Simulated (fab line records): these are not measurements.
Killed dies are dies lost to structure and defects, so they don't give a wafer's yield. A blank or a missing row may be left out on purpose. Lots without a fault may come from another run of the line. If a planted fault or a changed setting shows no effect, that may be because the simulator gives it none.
A lot that was struck, set against a sound lot	flow n5_finfet	22 steps out of a route of 1938
Sound: the wafers L842.1, L842.2, L842.3. Struck: wafer L846.5 (left out: L846.1, L846.2 of the same lot, which were not struck); the cause appears at the end.
For every step that has rows: the tool of each side, followed by ch and its chambers, followed by its first start. Under that, the readings that differ: sound wafers	struck wafers	difference of the means	sigmas: that difference in standard deviations of wafers without a fault.
alike: same words and numbers on both sides, and readings whose means sit less than 2 such deviations apart. not compared: any withheld reading, any reading some wafer has no value for, any bound like >300 that may hide the same value, and any number with overlapping values for which the record gives no deviation.
Wherever a step has rows on one side only, a row that says differs or no value, or a row with sigmas, the two part there. Non-overlapping numbers with no deviation appear without sigmas and do not part them. A reading that every wafer of one side lacks parts them only if that side has two wafers or more.

first, 1 step without rows for these wafers: N5_WELL_APT_HARDBAKE_12 (time 120 s).
N5_WELL_APT_CD_MEAS_08 targets a cd of 200 nm.
  sound on cd_sem-03 ch 0, day 2 19:46; struck on cd_sem-03 ch 0, day 3 19:41
  alike: cd_nm
N5_WELL_APT_OVL_MEAS_09:
  sound on overlay-01 ch 0, day 2 19:47; struck on overlay-02 ch 0, day 3 19:43
  alike: NWELL_OVL
N5_WELL_APT_INSPECT_10: inspects for defects (macro).
  sound: defect_inspect-01 at day 2 19:49; struck: defect_inspect-02 at day 3 19:44
  alike: raw_defect_count
N5_WELL_APT_DESCUM_13: chemistry O2, time 7.9 s.
  sound on rie_diel-05 ch 1,2,3, day 2 21:10; struck on rie_diel-02 ch 0, day 3 19:50
  alike: chamber_pressure_mTorr, drypump_motor_current_A, oes_product_au, rf_vpp_V, showerhead_plenum_p_Torr, throttle_valve_pct
  not compared: rf_hours_counter_h
then, 7 steps without rows for these wafers: N5_WELL_APT_IMPLANT_14; N5_WELL_APT_IMPLANT_15; N5_WELL_APT_STRIP_16 (strips in SPM, time 900 s); N5_WELL_APT_HMDS_18 (time 60 s); N5_WELL_APT_COAT_19 (resist thk 950 nm); N5_WELL_APT_EBR_21; N5_WELL_APT_SOFTBAKE_20 (time 60 s).
N5_WELL_APT_EXPOSE_22: exposes mask PWELL, defocus 0 nm, target cd 200 nm.
  sound on krf_scanner-01 ch 0, day 2 22:10; struck on krf_scanner-02 ch 0, day 3 20:42
  alike: mask
then, 3 steps without rows for these wafers: N5_WELL_APT_PEB_23 (peb time 90 s); N5_WELL_APT_DEVELOP_24 (develop time 45 s); N5_WELL_APT_HARDBAKE_29 (time 120 s).
N5_WELL_APT_CD_MEAS_25 targets a cd of 200 nm.
  sound on cd_sem-02 ch 0, day 2 22:20; struck on cd_sem-02 ch 0, day 3 20:52
reading	sound	struck	difference	sigmas
cd_nm (nm)	200.7 200.3 199.1	193.7	-6.3	-4
N5_WELL_APT_OVL_MEAS_26:
  sound on overlay-02 ch 0, day 2 22:23; struck on overlay-01 ch 0, day 3 20:54
  alike: PWELL_OVL
N5_WELL_APT_INSPECT_27: inspects for defects (macro).
  sound: defect_inspect-01 at day 2 22:24; struck: defect_inspect-02 at day 3 20:56
  alike: raw_defect_count
N5_WELL_APT_DESCUM_30: chemistry O2, time 7.9 s.
  sound on rie_diel-05 ch 0,1,3, day 2 23:13; struck on rie_diel-01 ch 0, day 3 20:58
reading	sound	struck	difference	sigmas
drypump_motor_current_A (A)	6.8 6.0 6.6	5.2	-1.3	-2
model.WELL_APT.cd_nm (nm)	200.2 198.5 198.8	193.7	-5.5	
  alike: chamber_pressure_mTorr, oes_product_au, rf_vpp_V, showerhead_plenum_p_Torr, throttle_valve_pct
  not compared: rf_hours_counter_h
then, 2 steps without rows for these wafers: N5_WELL_APT_IMPLANT_31; N5_PASSIVATION_PROBE_49.

## WHERE THEY PART
Last at N5_WELL_APT_DESCUM_30 as far as this record goes, first at N5_WELL_APT_CD_MEAS_25.

WHY: whatever the simulator had introduced
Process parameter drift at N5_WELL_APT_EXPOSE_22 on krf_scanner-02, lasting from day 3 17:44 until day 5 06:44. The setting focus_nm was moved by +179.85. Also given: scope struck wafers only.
